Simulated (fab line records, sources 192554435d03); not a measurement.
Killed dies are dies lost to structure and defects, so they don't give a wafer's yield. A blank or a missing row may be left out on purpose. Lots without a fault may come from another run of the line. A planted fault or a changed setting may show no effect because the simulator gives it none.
Chamber matching | flow n5_finfet | N5_HKMG_FIN_STRIP_90 on rie_diel-02: 4 sister chambers
The step strips SOC in N2/H2, time 20 s. 16 wafers are shown with their chamber, then 8 later ones without.

WAFERS WITH THEIR CHAMBER
wafer  | chamber | drypump_motor_current_A (A) | throttle_valve_pct (%) | showerhead_plenum_p_Torr (Torr)
L074.2 | 0       | 6.0                         | 18.8                   | 3.43
L074.3 | 3       | 5.6                         | 19.3                   | 3.45
L074.5 | 1       | 5.5                         | 18.8                   | 3.45
L077.1 | 0       | 6.0                         | 18.8                   | 3.42
L077.2 | 1       | 5.5                         | 18.8                   | 3.45
L077.3 | 2       | 6.2                         | 18.2                   | 3.42
L085.3 | 0       | 6.0                         | 18.8                   | 3.41
L085.5 | 3       | 5.5                         | 19.0                   | 3.45
L085.6 | 2       | 6.2                         | 18.2                   | 3.41
L086.2 | 1       | 5.5                         | 18.8                   | 3.44
L086.3 | 3       | 5.5                         | 19.0                   | 3.44
L086.6 | 1       | 5.5                         | 18.8                   | 3.44
L089.1 | 2       | 6.2                         | 18.2                   | 3.41
L089.2 | 0       | 6.0                         | 18.9                   | 3.41
L089.6 | 1       | 5.5                         | 18.8                   | 3.43
L090.1 | 3       | 5.5                         | 19.0                   | 3.44

SIGNATURES (means of the wafers above)
reading                  | chamber 0 | chamber 1 | chamber 2 | chamber 3 | scatter within a chamber
drypump_motor_current_A  | 6.000     | 5.500     | 6.200     | 5.525     | 0.025
throttle_valve_pct       | 18.825    | 18.800    | 18.200    | 19.075    | 0.0791
showerhead_plenum_p_Torr | 3.4175    | 3.4420    | 3.4133    | 3.4450    | 0.00775
Rule: a wafer's distance from a chamber is the root of the sum, over the readings, of the square of ((its reading less the chamber's mean) divided by the reading's scatter). The wafer belongs to the nearest chamber; if the next one is less than 2 further off, it can't be placed. The scatter: the root of (the sum of the squares of (reading less its chamber's mean) over the shown wafers, divided by (wafers less chambers)).

WAFERS WITHOUT THEIR CHAMBER
wafer  | drypump_motor_current_A (A) | throttle_valve_pct (%) | showerhead_plenum_p_Torr (Torr)
L090.4 | 5.5                         | 18.8                   | 3.43
L090.5 | 5.5                         | 19.0                   | 3.44
L095.3 | 6.2                         | 18.3                   | 3.40
L095.5 | 6.2                         | 18.3                   | 3.40
L095.6 | 5.5                         | 19.0                   | 3.43
L096.3 | 6.0                         | 18.9                   | 3.40
L096.4 | 6.2                         | 18.3                   | 3.40
L096.5 | 5.6                         | 19.0                   | 3.43

WHICH CHAMBER EACH WENT THROUGH
wafer  | from the rows above     | in truth
L090.4 | 1                       | 1
L090.5 | can't be placed: 3 or 1 | 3
L095.3 | 2                       | 2
L095.5 | 2                       | 2
L095.6 | can't be placed: 3 or 1 | 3
L096.3 | 0                       | 0
L096.4 | 2                       | 2
L096.5 | can't be placed: 3 or 1 | 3
Placed correctly: 5 of 8. Can't be placed from these rows: 3 (the true chamber is among the candidates in 3). Placed wrongly: 0.
